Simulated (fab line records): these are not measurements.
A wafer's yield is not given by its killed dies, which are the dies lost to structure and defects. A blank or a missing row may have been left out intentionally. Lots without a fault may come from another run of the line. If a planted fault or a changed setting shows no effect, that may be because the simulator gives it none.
Chamber matching	flow nand harc	rie diel-11 running NHARC_P_ZERO_WELL_DESCUM_26: 4 sister chambers
The step chemistry O2, time 3 s. 8 wafers are shown with their chamber, then 9 later ones without.

## WAFERS, EACH WITH ITS CHAMBER
wafer	chamber	drypump motor current A (A)	throttle valve pct (%)
L078.4	2	6.5	11.318
L084.6	3	5.8	11.320
L086.2	3	5.8	11.324
L086.3	1	6.1	11.300
L086.4	2	6.6	11.308
L091.4	0	6.0	11.313
L091.5	0	6.0	11.305
L091.6	1	6.1	11.312

## WAFERS WITHOUT THEIR CHAMBER
wafer	drypump motor current A (A)	throttle valve pct (%)
L092.2	5.8	11.308
L092.5	6.1	11.295
L092.6	6.5	11.318
L093.1	6.1	11.302
L093.3	5.8	11.311
L093.5	6.5	11.296
L094.2	6.1	11.304
L094.3	6.6	11.313
L094.4	6.0	11.319

## CHAMBER TAKEN BY EACH
wafer	from the rows above	in truth
L092.2	3	3
L092.5	can't be placed: 1 or 0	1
L092.6	2	2
L093.1	1	1
L093.3	3	3
L093.5	2	2
L094.2	1	1
L094.3	2	2
L094.4	can't be placed: 0 or 1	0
Placed correctly: 7 of 9. Can't be placed from these rows: 2 (the true chamber is among the candidates in 2). Placed wrongly: 0.
How it was worked out, from the rows above alone: a wafer's distance from a chamber is the root of the sum, over the readings, of the square of ((its reading less the chamber's mean) divided by the reading's scatter). If the next closest chamber is less than 2 further off than the closest, the wafer can't be placed; otherwise it belongs to the closest. For every chamber, the mean is computed from those of its wafers that are shown. The scatter: take each reading less its chamber's mean, square it, sum over the shown wafers, divide by the number of wafers less the number of chambers, and take the root.
